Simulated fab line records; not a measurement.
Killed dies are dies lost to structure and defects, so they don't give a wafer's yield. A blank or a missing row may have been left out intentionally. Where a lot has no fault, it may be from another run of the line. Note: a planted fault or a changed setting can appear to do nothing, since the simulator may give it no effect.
Matching of chambers	flow n5_finfet	N5_FIN_SAQP_STRIP_55 on rie_diel-02: 4 sister chambers
The step strips in N2/H2. 4 wafers are shown with their chamber, then 8 later ones without.

== WAFERS WITH THEIR CHAMBER ==
wafer	chamber	throttle_valve_pct (%)
L079.1	1	18.55
L085.3	3	18.51
L085.4	0	18.84
L086.1	2	19.28

== WAFERS WHOSE CHAMBER IS MISSING ==
wafer	throttle_valve_pct (%)
L086.3	18.49
L086.5	19.30
L087.1	19.30
L087.5	18.56
L087.6	18.54
L095.1	19.32
L095.4	18.48
L095.6	18.58

== THE CHAMBER EACH PASSED THROUGH ==
wafer	from the rows above	in truth
L086.3	can't be placed: 3 or 1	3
L086.5	2	2
L087.1	2	2
L087.5	can't be placed: 1 or 3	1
L087.6	can't be placed: 1 or 3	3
L095.1	2	2
L095.4	can't be placed: 3 or 1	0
L095.6	can't be placed: 1 or 3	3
3 of 8 placed correctly. Unplaceable from these rows: 5, with the true chamber sitting among the candidates in 4. Number placed wrongly: 0.
How it was worked out, from the rows above alone: a wafer's distance from a chamber is the root of the sum, over the readings, of the square of ((its reading less the chamber's mean) divided by the reading's scatter). The wafer belongs to the nearest chamber; if the next one is less than 2 further off, it can't be placed. For every chamber, the mean is computed from those of its wafers that are shown. The scatter (one wafer shown for each chamber): square how far every hidden wafer sits from the nearest shown wafer, average those squares and take the square root.
